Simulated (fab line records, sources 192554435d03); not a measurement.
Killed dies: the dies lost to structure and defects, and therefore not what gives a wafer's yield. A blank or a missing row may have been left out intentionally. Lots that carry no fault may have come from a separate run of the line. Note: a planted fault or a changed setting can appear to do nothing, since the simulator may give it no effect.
8D (eight disciplines) problem report, filled in by code ; flow n5-finfet ; the parts of the form that need people (team, actions taken, sign-off) are left out
Where a reading is given only as a bound, like >300, the bound stands for it, and a mean or a difference that rests on one is marked > or <: the true number lies beyond.

## 1. THE PROBLEM
At N5_BEOL_M0_SAQP_INSPECT_42, raw-defect-count averages 1320 over 6 wafers from 2 lots, while fault-free wafers read 307, standard deviation 77. That is +13 standard deviations from the usual mean.
The step: inspects for defects (brightfield).
Seen first at day 6 22:21 on defect-inspect-02, wafer L568.2. The record holds 24 wafers of 8 lots with a number at this step. Rule for "out", or "out of limits": more than 4 standard deviations from the usual mean. All remaining wafers that have a number are taken as sound.

## 2. WHAT IT IS AND WHAT IT IS NOT
question;is;is not
which readings at this step;raw-defect-count;-
which lots;L568, L570;L563, L566, L577, L578, L580, L584
which wafers of those lots;all that have a number;-
read on which gauges;defect-inspect-02;defect-inspect-01
when;from day 6 22:21;"up to then (6 sound wafers); but 12 sound wafers of L577, L578, L580, L584 came after"

## 3. WHAT RULES OUT EACH SUSPECT
Counting: a tool stays on the suspect list if, at a process step up to the reading, it processed all lots that are out and no sound lot following the first of them.
- the gauge at N5_BEOL_M0_SAQP_INSPECT_42: ruled out. All the wafers that are out were read on defect-inspect-02, but those of them that N5_PASSIVATION_PROBE_49 has rows for are out there too, on other tools.
- rie-diel-06 at N5_BEOL_M0_SAQP_ETCH_106 (etches SOC in N2/H2, stops on SiNx, target depth 150 nm): kept. All lots that are out passed through it, beginning with L568 at day 6 20:54, and no sound lot followed; its final sound lot before that point was L566 at day 6 05:59.
Remaining after the count: rie-diel-06 at N5_BEOL_M0_SAQP_ETCH_106.

## 4. THE CAUSE (what the simulator had put in)
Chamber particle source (rie-diel-06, N5_BEOL_M0_SAQP_ETCH_106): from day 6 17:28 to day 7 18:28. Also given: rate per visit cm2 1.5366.
After counting, this tool was the only one left.

## 5. THE EFFECT CHAIN, in route order
Each row: a reading where the mean over the struck wafers with a number is more than 3 standard deviations away from the usual. Only readings for which the record gives a usual standard deviation are gone through. hours: the time from each lot's start at the first step in this table that gives one to its start at this step, as a median over the lots. sigmas: the change in usual standard deviations.
hours;step;reading;usual;on struck wafers;change;sigmas
0;N5_BEOL_M0_SAQP_INSPECT_42;raw-defect-count;307;1320;+1013;+13
2;N5_BEOL_M0_CUTY_INSPECT_59;raw-defect-count;2.0;>300;>+298;+99 or more
165;N5_PASSIVATION_PROBE_49;defect-limited-yield;91.7 %;83.8;-7.9;-4.7
165;N5_PASSIVATION_PROBE_49;killed_at_M0_to_M3;34;130;+96;+9.6
165;N5_PASSIVATION_PROBE_49;killed-dies;98;192;+94;+4.7
165;N5_PASSIVATION_PROBE_49;sort_bin_5_function;4.8 %;9.6;+4.8;+4.3
165;N5_PASSIVATION_PROBE_49;sort-n-pass;1082;988;-94;-4.7
165;N5_PASSIVATION_PROBE_49;sort-yield-pct;91.7 %;83.8;-7.9;-4.7
It contains these process steps:
- N5_PASSIVATION_PROBE_49
Later measuring or inspecting steps at which every struck wafer that the step has a row for has a number for every such reading, and none has moved that far: N5_BEOL_M4_RC_MEAS_101.

## 6. HOW IT WOULD HAVE BEEN CAUGHT EARLIER
The first out-of-limits reading at a measuring or inspecting step in this record came at day 6 22:21, 5 hours after the fault's start at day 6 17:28.
No tool reading at N5_BEOL_M0_SAQP_ETCH_106 that has a usual standard deviation in the record was out on any struck wafer, so an alarm limit of 4 standard deviations on those readings would not have fired.
L570, from the lots that are out (2), started N5_BEOL_M0_SAQP_ETCH_106 on rie-diel-06 later than day 6 22:21. Had the tool been put on hold then, it would have been spared.
